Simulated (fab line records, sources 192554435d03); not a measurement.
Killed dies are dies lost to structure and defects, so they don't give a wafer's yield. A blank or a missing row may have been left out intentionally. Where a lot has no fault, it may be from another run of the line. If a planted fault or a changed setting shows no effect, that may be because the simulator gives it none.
fab line records	flow n5-finfet
record lots=6	wafers=16	last-day=16
route steps=1938 shown BEOL_M8@1386 PASSIVATION@1936
lots with no fault: from the same line, run without faults
start-h: the number of hours between the record's first day and the start of the first shown wafer of the lot	wait-h: time in hours since the lot's previous step	" repeats the value in the row above	L1.1+2: several wafers, shown together as one row	- no value, or no start given	* or withheld: withheld	< > ~ a bound
route shown NAME@n: NAME is a module with steps in the file, n the number in the route of the first one	usual: mean/standard deviation of fault-free wafers	same: alike in all rows	chamber/n: place in a boat	sites: per-site readings	_std_site: standard deviation of those values	_edge_site: mean of outer sites minus mean of inner sites	radius-mm: for every site, how far away it sits from the centre of the wafer	mask NAME#n: copy n	behind: the most recent tool/chamber to have shaped the wafer	hold: what put the lot on hold/how long, in hours/how the hold closed	device: transistor that didn't switch, given as n, p or np	end of line: the route-end tests of the same wafers	a step given without rows: its recipe and nothing more	killed: dies lost to structure and defects at the first sort, not the wafer's yield	map: per-die view of a wafer (x killed, . not killed, _ where there is no die)
set.NAME: the setting that was run; set.NAME@STEP: the one run at that earlier step	model.NAME: the simulator's own value behind a step, which no gauge read
lots at some steps of the route; a table a step, a row a wafer
services: from which hour (start-h, from the record's first day; less than 0 if before it) a tool's chamber was out of use, for how many hours, and why
## steps
# step N5_BEOL_M8_CURE_75
# recipe temp-c=370	time-s=120	ambient=DMADMS/He	material=SiCOH_lowk
# step N5_BEOL_M8_DEGAS_44
# recipe ambient=vacuum	temp-c=250	time-s=60
# usual heater-power-w=331/24
# same time-s=60
lot.wafer	tool	chamber	start-h	wait-h	heater-power-w
L706.2	pvd-sputter-03	-	203.13	1.8	329
L706.5	"	-	"	"	375
L706.6	"	-	"	"	329
L711.1	pvd-sputter-02	-	255.16	0.7	333
L711.3	"	-	"	"	342
L711.6	"	-	"	"	341
L713.3	pvd-sputter-01	-	270.28	0.4	330
L713.4	"	-	"	"	380
L713.5	"	-	"	"	315
L718.1	pvd-sputter-03	-	286.96	0.5	315
L718.2	"	-	"	"	307
L718.5	"	-	"	"	309
L722.1	pvd-sputter-02	-	302.47	0.3	349
L722.4	"	-	"	"	306
L723.1	pvd-sputter-03	-	319.69	0.9	309
L723.2	"	-	"	"	328
# step N5_BEOL_M8_PRE_CLEAN_45
# recipe gas=H2/He	time-s=30	temp-c=250
# step N5_BEOL_M8_ALD_77
# recipe material=TaN	target-thk-a=20	temp-c=275	ald-precursor-family=PDMAT	ald-co-reactant=NH3	pressure-torr=3	carrier-flow-sccm=1500	pulse-time-s=2	purge-time-s=3	co-reactant-purge-time-s=2	co-reactant-pulse-time-s=3	ald-cycles=40	precursor-vessel-temp-c=75	precursor-vessel-pressure-torr=26.25	precursor-vessel-carrier-sccm=1000
# usual chamber-pressure-Torr=3.000/0.0072	heater-power-w=427/34
lot.wafer	tool	chamber	start-h	wait-h	chamber-pressure-Torr	heater-power-w
L706.2	ald-metal-02	2	203.23	0.0	2.987	328
L706.5	"	0	"	"	2.999	360
L706.6	"	1	"	"	2.995	365
L711.1	ald-metal-01	3	255.36	0.1	3.000	479
L711.3	"	1	"	"	3.007	407
L711.6	"	3	"	"	2.998	475
L713.3	ald-metal-04	1	270.38	0.0	2.990	432
L713.4	"	2	"	"	2.999	461
L713.5	"	2	"	"	3.009	463
L718.1	ald-metal-02	0	287.06	0.0	2.996	368
L718.2	"	2	"	"	2.985	328
L718.5	"	0	"	"	2.992	378
L722.1	ald-metal-04	0	302.57	0.0	2.991	403
L722.4	"	1	"	"	2.989	431
L723.1	ald-metal-04	1	319.82	0.1	3.001	430
L723.2	"	3	"	"	3.006	413
# step N5_BEOL_M8_SURFACE_TREAT_79
# recipe gas=Ar	time-s=*	ion-energy-ev=*	ion-current-ma-cm2=0.5	pressure-mtorr=*	ar-flow-sccm=30
# usual throttle-valve-pct=*
# same time-s=*
lot.wafer	tool	chamber	start-h	wait-h	throttle-valve-pct
L706.2	pvd-sputter-01	-	203.56	0.2	*
L706.5	"	-	"	"	*
L706.6	"	-	"	"	*
L711.1	pvd-sputter-02	-	256.14	0.6	*
L711.3	"	-	"	"	*
L711.6	"	-	"	"	*
L713.3	pvd-sputter-03	-	270.97	0.5	*
L713.4	"	-	"	"	*
L713.5	"	-	"	"	*
L718.1	pvd-sputter-03	-	287.40	0.2	*
L718.2	"	-	"	"	*
L718.5	"	-	"	"	*
L722.1	pvd-sputter-02	-	302.91	0.2	*
L722.4	"	-	"	"	*
L723.1	pvd-sputter-02	-	320.35	0.4	*
L723.2	"	-	"	"	*
# step N5_BEOL_M8_CVD_78
# recipe material=Co	target-thk-a=20	temp-c=withheld	precursor=CCTBA/H2	pressure-torr=30	time-s=142.3
# step N5_BEOL_M8_SPUTTER_48
# recipe material=Cu	target-thk-a=100	temp-c=-20	bias-v=60	power-w=26000	chamber-pressure-pa=0.13	time-s=1.667
# usual substrate-temp-c=-19.99/0.098	throttle-valve-pct=29.8/1.2
# same time-s=1.667
lot.wafer	tool	chamber	start-h	wait-h	substrate-temp-c	throttle-valve-pct
L706.2	pvd-sputter-02	-	203.81	0.1	-20.02	31.6
L706.5	"	-	"	"	-20.17	30.2
L706.6	"	-	"	"	-20.01	31.9
L711.1	pvd-sputter-01	-	256.38	0.1	-19.97	29.0
L711.3	"	-	"	"	-19.82	30.1
L711.6	"	-	"	"	-19.98	29.1
L713.3	pvd-sputter-03	-	272.89	1.8	-19.91	30.0
L713.4	"	-	"	"	-20.14	27.5
L713.5	"	-	"	"	-19.98	27.6
L718.1	pvd-sputter-03	-	288.18	0.5	-19.88	31.4
L718.2	"	-	"	"	-19.99	29.5
L718.5	"	-	"	"	-20.09	27.3
L722.1	pvd-sputter-02	-	303.11	0.1	-19.94	30.1
L722.4	"	-	"	"	-19.91	29.0
L723.1	pvd-sputter-02	-	320.59	0.1	-20.09	29.7
L723.2	"	-	"	"	-20.03	31.6
# step N5_BEOL_M8_ECD_50
# recipe material=Cu	target-thk-a=3000
# step N5_BEOL_M8_ANNEAL_51
# recipe temp-c=225	time-s=90	ambient=N2
# usual wafer_temp_C_max=225.76/0.18
# same time-s=90
lot.wafer	tool	chamber	start-h	wait-h	wafer_temp_C_max
L706.2	rtp-anneal-02	0	204.07	0.1	226.00
L706.5	"	0	"	"	226.18
L706.6	"	0	"	"	225.83
L711.1	rtp-anneal-01	0	256.59	0.1	225.71
L711.3	"	0	"	"	225.62
L711.6	"	0	"	"	225.71
L713.3	rtp-anneal-01	0	273.31	0.3	225.90
L713.4	"	0	"	"	225.83
L713.5	"	0	"	"	225.69
L718.1	rtp-anneal-01	0	288.39	0.1	225.79
L718.2	"	0	"	"	225.83
L718.5	"	0	"	"	225.41
L722.1	rtp-anneal-01	0	303.60	0.3	225.54
L722.4	"	0	"	"	225.57
L723.1	rtp-anneal-01	0	321.99	1.3	225.68
L723.2	"	0	"	"	225.74
# step N5_BEOL_M8_CMP_52
# recipe stop-on=SiCOH_lowk	t-overpolish-s=6.9	down-force-psi=1	platen-rpm=50	clearing-platen-down-force-psi=1.5	clearing-platen-rpm=50	post-cmp-clean=cu-alkaline	target-thk-nm=80	clearing-platen-pad-velocity-m-s=0.99484	pad-velocity-m-s=0.99484
# step N5_BEOL_M8_THK_MEAS_53
# recipe thk-meas-gauge=xrf	reads=Cu_of_BEOL_M8_ECD_50
# usual M8_THK=80.9/2.6
lot.wafer	tool	chamber	start-h	wait-h	M8_THK[nm]
L706.2	film-metro-02	-	204.62	-	82.3
L706.5	"	-	"	"	80.6
L706.6	"	-	"	"	81.8
L711.1	film-metro-01	-	257.18	-	79.0
L711.3	"	-	"	"	82.2
L711.6	"	-	"	"	80.5
L713.3	film-metro-01	-	273.81	-	74.5
L713.4	"	-	"	"	77.0
L713.5	"	-	"	"	81.5
L718.1	film-metro-02	-	288.98	-	80.9
L718.2	"	-	"	"	80.4
L718.5	"	-	"	"	78.4
L722.1	film-metro-02	-	304.25	-	83.6
L722.4	"	-	"	"	76.5
L723.1	film-metro-01	-	322.58	-	81.4
L723.2	"	-	"	"	79.6
# step N5_BEOL_M8_PRE_CLEAN_55
# recipe gas=NH3	time-s=15	temp-c=withheld	rf-power-w=300
# step N5_BEOL_M8_DEP_56
# recipe material=SiCN	target-thk-a=100	temp-c=withheld	precursor=3MS/NH3	pressure-torr=3	rf-w=202	time-s=17.5
# usual chamber-pressure-Torr=2.999/0.0066	showerhead-plenum-p-Torr=3.665/0.013	throttle-valve-pct=8.9/0.41
# same time-s=17.5
lot.wafer	tool	chamber	start-h	wait-h	chamber-pressure-Torr	showerhead-plenum-p-Torr	throttle-valve-pct
L706.2	pecvd-03	0	204.70	0.0	2.991	3.674	8.6
L706.5	"	0	"	"	3.001	3.674	8.9
L706.6	"	1	"	"	2.996	3.651	9.4
L711.1	pecvd-01	2	257.25	0.0	3.004	3.689	8.9
L711.3	"	0	"	"	2.999	3.662	8.8
L711.6	"	0	"	"	2.996	3.674	8.9
L713.3	pecvd-01	0	273.90	0.0	3.012	3.660	8.7
L713.4	"	2	"	"	2.997	3.677	8.8
L713.5	"	2	"	"	3.008	3.671	8.7
L718.1	pecvd-03	2	289.04	0.0	3.000	3.648	8.1
L718.2	"	1	"	"	2.996	3.662	9.5
L718.5	"	1	"	"	2.994	3.651	9.6
L722.1	pecvd-04	0	304.32	0.0	2.995	3.661	8.8
L722.4	"	1	"	"	2.987	3.673	10.1
L722.1	pecvd-04	0	304.52	0.2	2.999	3.669	8.8
L722.4	"	1	"	"	3.001	3.666	9.8
L723.1	pecvd-01	0	322.64	0.0	3.004	3.656	9.0
L723.2	"	1	"	"	3.011	3.648	9.1
L723.1	pecvd-01	0	322.85	0.2	3.003	3.661	8.7
L723.2	"	1	"	"	3.003	3.646	9.2
# step N5_BEOL_M8_RS_MEAS_57
# recipe thk-meas-gauge=four-point-probe	reads=Cu_of_BEOL_M8_ECD_50+Co_of_BEOL_M8_CVD_78+TaN_of_BEOL_M8_ALD_77
# usual M8_RS=0.287/0.011
lot.wafer	tool	chamber	start-h	wait-h	M8_RS[ohm/sq]
L706.2	film-metro-02	-	204.78	0.1	0.281
L706.5	"	-	"	"	0.288
L706.6	"	-	"	"	0.282
L711.1	film-metro-02	-	257.34	0.1	0.293
L711.3	"	-	"	"	0.278
L711.6	"	-	"	"	0.286
L713.3	film-metro-01	-	273.97	0.1	0.315
L713.4	"	-	"	"	0.304
L713.5	"	-	"	"	0.284
L718.1	film-metro-01	-	289.11	0.1	0.284
L718.2	"	-	"	"	0.286
L718.5	"	-	"	"	0.296
L722.1	film-metro-02	-	304.59	0.1	0.273
L722.4	"	-	"	"	0.304
L723.1	film-metro-01	-	322.92	0.1	0.287
L723.2	"	-	"	"	0.296
# step N5_PASSIVATION_PROBE_49
# usual defect-limited-yield=91.1/1.4	killed_at_M0_to_M3=34/9.7	killed_at_M4_up=13/5.1	killed-at-contacts=14/6.3	killed-at-front-end=40/11	killed-at-other=3.5/2.7	killed-dies=105/16	killed-on-rim=13/4.1	killed-open=70/12	killed-short=34/7.8	sort_bin_5_function=5.2/0.88	sort_bin_6_memory=3.3/0.7	sort-n-pass=1074/17	sort-yield-pct=91.0/1.5
# same gross-dies=1180	killed-at-back-side=0	sort_bin_4_leakage[%]=0	sort_bin_8_speed[%]=0
lot.wafer	tool	chamber	start-h	wait-h	defect-limited-yield[%]	killed_at_M0_to_M3	killed_at_M4_up	killed-at-contacts	killed-at-front-end	killed-at-other	killed-dies	killed-on-rim	killed-open	killed-short	sort_bin_5_function[%]	sort_bin_6_memory[%]	sort-n-pass	sort-yield-pct[%]
L706.2	prober-01	-	271.71	0.1	88.9	44	25	19	40	3	131	16	91	40	6.9	3.8	1049	88.9
L706.5	prober-01	-	271.86	0.2	91.9	30	9	18	37	2	96	7	63	33	5.1	2.7	1084	91.9
L706.6	prober-01	-	271.91	0.3	92.9	31	17	16	20	0	84	9	63	18	4.6	2.5	1096	92.9
L711.1	prober-01	-	320.87	0.0	91.9	40	10	9	29	8	96	12	59	34	4.6	3.1	1084	91.9
L711.3	prober-01	-	320.97	0.1	91.7	33	10	16	37	2	98	16	69	28	5.1	3.0	1082	91.7
L711.6	prober-01	-	321.12	0.3	91.9	30	19	11	31	4	95	7	62	32	5.0	2.7	1085	91.9
L713.3	prober-01	-	335.96	0.1	91.4	25	17	11	48	1	102	10	63	31	4.1	4.0	1078	91.4
L713.4	prober-01	-	336.01	0.2	92.7	17	13	16	39	1	86	13	65	20	4.4	2.8	1094	92.7
L713.5	prober-01	-	336.06	0.2	91.4	45	8	18	30	0	101	10	68	27	5.5	2.3	1079	91.4
L718.1	prober-01	-	357.41	0.0	90.1	22	15	10	63	7	117	19	84	33	5.5	4.2	1063	90.1
L718.2	prober-01	-	357.46	0.1	88.4	49	12	10	60	6	137	15	87	47	7.2	3.9	1043	88.4
L718.5	prober-01	-	357.61	0.2	90.4	32	16	22	40	3	113	22	74	38	5.5	3.6	1067	90.4
L722.1	prober-01	-	371.50	0.0	92.0	35	19	11	28	1	94	12	67	26	4.8	2.7	1086	92.0
L722.4	prober-01	-	371.65	0.2	92.7	30	11	4	38	3	86	9	57	28	4.4	2.5	1094	92.7
L723.1	prober-01	-	386.86	0.0	91.0	38	8	18	37	5	106	15	70	36	5.7	3.1	1074	91.0
L723.2	prober-01	-	386.91	0.1	91.7	30	9	15	39	5	98	11	65	32	4.9	3.3	1082	91.7
# killed by level:class
L706.2 MOL_CONTACT_COAG:geometric-particle:open=18 BEOL_M0_SAQP:geometric-particle:open=12 BEOL_M0_SAQP:geometric-particle:short=9 DUMMY_GATE:geometric-particle:open=8 BEOL_M1:geometric-particle:open=8 BEOL_M4:geometric-particle:open=8 FIN_SAQP:geometric-particle:open=7 FIN_SAQP:geometric-particle:short=7
L706.5 MOL_CONTACT_COAG:geometric-particle:open=15 STI_FIN_REVEAL:geometric-particle:open=11 BEOL_M0_SAQP:geometric-particle:short=9 FIN_SAQP:geometric-particle:short=8 BEOL_M3:geometric-particle:open=7 BEOL_M1:geometric-particle:open=5 DUMMY_GATE:geometric-particle:open=4 BEOL_M0:geometric-particle:open=4
L706.6 MOL_CONTACT_COAG:geometric-particle:open=13 BEOL_M1:geometric-particle:open=9 BEOL_M0_SAQP:geometric-particle:open=8 DUMMY_GATE:geometric-particle:open=7 BEOL_M3:geometric-particle:open=5 BEOL_M0_SAQP:geometric-particle:short=4 BEOL_M5:geometric-particle:open=4 STI_FIN_REVEAL:geometric-particle:open=3
L711.1 BEOL_M2:geometric-particle:open=8 MOL_CONTACT_COAG:geometric-particle:open=8 FIN_SAQP:geometric-particle:short=7 BEOL_M0_SAQP:geometric-particle:short=7 BEOL_M1:geometric-particle:open=7 BEOL_M0_SAQP:geometric-particle:open=6 STI_FIN_REVEAL:geometric-particle:open=5 STARTING-WAFER:geometric-particle:open=4
L711.3 MOL_CONTACT_COAG:geometric-particle:open=15 STI_FIN_REVEAL:geometric-particle:open=8 BEOL_M3:geometric-particle:open=8 FIN_SAQP:geometric-particle:short=6 BEOL_M2:geometric-particle:open=6 BEOL_M0_SAQP:geometric-particle:open=5 DUMMY_GATE:geometric-particle:open=4 GATE_CUT:geometric-particle:short=4
L711.6 MOL_CONTACT_COAG:geometric-particle:open=10 BEOL_M1:geometric-particle:open=7 FIN_SAQP:geometric-particle:short=6 STI_FIN_REVEAL:geometric-particle:open=6 BEOL_M4:geometric-particle:open=6 BEOL_M2:geometric-particle:open=5 BEOL_M5:geometric-particle:open=5 DUMMY_GATE:geometric-particle:open=4
L713.3 STI_FIN_REVEAL:geometric-particle:open=10 MOL_CONTACT_COAG:geometric-particle:open=9 BEOL_M0_SAQP:geometric-particle:short=9 GATE_CUT:geometric-particle:open=7 BEOL_M0_SAQP:geometric-particle:open=6 BEOL_M5:geometric-particle:open=6 DUMMY_GATE:geometric-particle:open=5 GATE_CUT:geometric-particle:short=5
L713.4 STI_FIN_REVEAL:geometric-particle:open=16 MOL_CONTACT_COAG:geometric-particle:open=11 BEOL_M0:geometric-particle:open=9 MOL_CONTACT_COAG:geometric-particle:short=5 GATE_CUT:geometric-particle:open=4 BEOL_M4:geometric-particle:open=4 BEOL_M5:geometric-particle:open=4 FIN_SAQP:geometric-particle:open=3
L713.5 MOL_CONTACT_COAG:geometric-particle:open=17 BEOL_M0_SAQP:geometric-particle:open=9 BEOL_M3:geometric-particle:open=9 BEOL_M0_SAQP:geometric-particle:short=8 BEOL_M2:geometric-particle:open=7 BEOL_M0:geometric-particle:open=6 STI_FIN_REVEAL:geometric-particle:open=5 BEOL_M5:geometric-particle:open=5
L718.1 FIN_SAQP:geometric-particle:open=19 STI_FIN_REVEAL:geometric-particle:open=19 FIN_SAQP:geometric-particle:short=9 MOL_CONTACT_COAG:geometric-particle:open=9 BEOL_M1:geometric-particle:open=8 BEOL_M0_SAQP:geometric-particle:open=6 BEOL_M4:geometric-particle:open=6 STARTING-WAFER:geometric-particle:open=5
L718.2 FIN_SAQP:geometric-particle:open=13 STI_FIN_REVEAL:geometric-particle:open=13 BEOL_M1:geometric-particle:open=13 BEOL_M2:geometric-particle:open=10 MOL_CONTACT_COAG:geometric-particle:open=8 FIN_SAQP:geometric-particle:short=7 GATE_CUT:geometric-particle:short=7 BEOL_M1:geometric-particle:short=7
L718.5 MOL_CONTACT_COAG:geometric-particle:open=19 FIN_SAQP:geometric-particle:short=13 BEOL_M0_SAQP:geometric-particle:open=12 BEOL_M0_SAQP:geometric-particle:short=11 FIN_SAQP:geometric-particle:open=7 STI_FIN_REVEAL:geometric-particle:open=7 BEOL_M4:geometric-particle:open=7 BEOL_M0:geometric-particle:open=4
L722.1 STI_FIN_REVEAL:geometric-particle:open=12 MOL_CONTACT_COAG:geometric-particle:open=9 BEOL_M0_SAQP:geometric-particle:open=7 BEOL_M2:geometric-particle:open=6 BEOL_M1:geometric-particle:open=5 BEOL_M0_SAQP:geometric-particle:short=5 STI_FIN_REVEAL:geometric-particle:short=4 BEOL_M4:geometric-particle:open=4
L722.4 STI_FIN_REVEAL:geometric-particle:open=9 FIN_SAQP:geometric-particle:open=7 BEOL_M0_SAQP:geometric-particle:open=6 BEOL_M1:geometric-particle:open=6 BEOL_M4:geometric-particle:open=6 BEOL_M0_SAQP:geometric-particle:short=5 BEOL_M3:geometric-particle:open=5 STARTING-WAFER:geometric-particle:short=4
L723.1 MOL_CONTACT_COAG:geometric-particle:open=13 BEOL_M2:geometric-particle:open=13 BEOL_M3:geometric-particle:open=10 FIN_SAQP:geometric-particle:short=6 BEOL_M1:geometric-particle:open=6 MOL_CONTACT_COAG:geometric-particle:short=5 FIN_SAQP:geometric-particle:open=4 STI_FIN_REVEAL:geometric-particle:open=4
L723.2 MOL_CONTACT_COAG:geometric-particle:open=13 BEOL_M2:geometric-particle:open=11 FIN_SAQP:geometric-particle:short=10 GATE_CUT:geometric-particle:short=6 FIN_SAQP:geometric-particle:open=5 BEOL_M3:geometric-particle:open=5 BEOL_M0_SAQP:geometric-particle:open=4 FIN_CUT:geometric-particle:open=3
## services
tool	chamber	start-h	hours	kind
pecvd-04	0	182.03	5.5	scheduled-down
ald-metal-01	-	182.76	8.7	pm
pecvd-03	-	183.37	1.1	repair
ald-metal-04	1	188.14	11.8	repair
pecvd-01	2	189.61	5.5	scheduled-down
pecvd-03	2	202.38	-	clean
pecvd-03	2	202.38	-	consumable-replace:showerhead
pecvd-03	2	202.38	29.0	scheduled-down
pecvd-03	2	202.38	29.0	vent-cycle
ald-metal-02	2	208.62	5.0	repair
pecvd-01	-	224.41	0.5	repair
pecvd-03	0	225.32	16.5	scheduled-down
rtp-anneal-02	-	235.34	1.0	pm
pecvd-01	1	254.45	48.9	repair
pecvd-03	2	264.01	2.1	scheduled-down
ald-metal-02	-	264.15	0.7	repair
pecvd-01	2	264.95	6.6	repair
ald-metal-02	1	283.70	4.5	repair
pecvd-03	-	299.39	28.1	pm
ald-metal-01	3	300.01	5.0	repair
## key
first-sign step=N5_BEOL_M8_DEP_56	reading=visit	direction=added
effect none on later readings
met-at N5_BEOL_M8_DEP_56
struck-wafers L722.1,L722.4,L723.1,L723.2
fault kind=repeated-step-whole	tool=pecvd-01,pecvd-03,pecvd-04	chamber=-	onset-h=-	steps=N5_BEOL_M8_DEP_56	times=1	scope=struck-lots-only
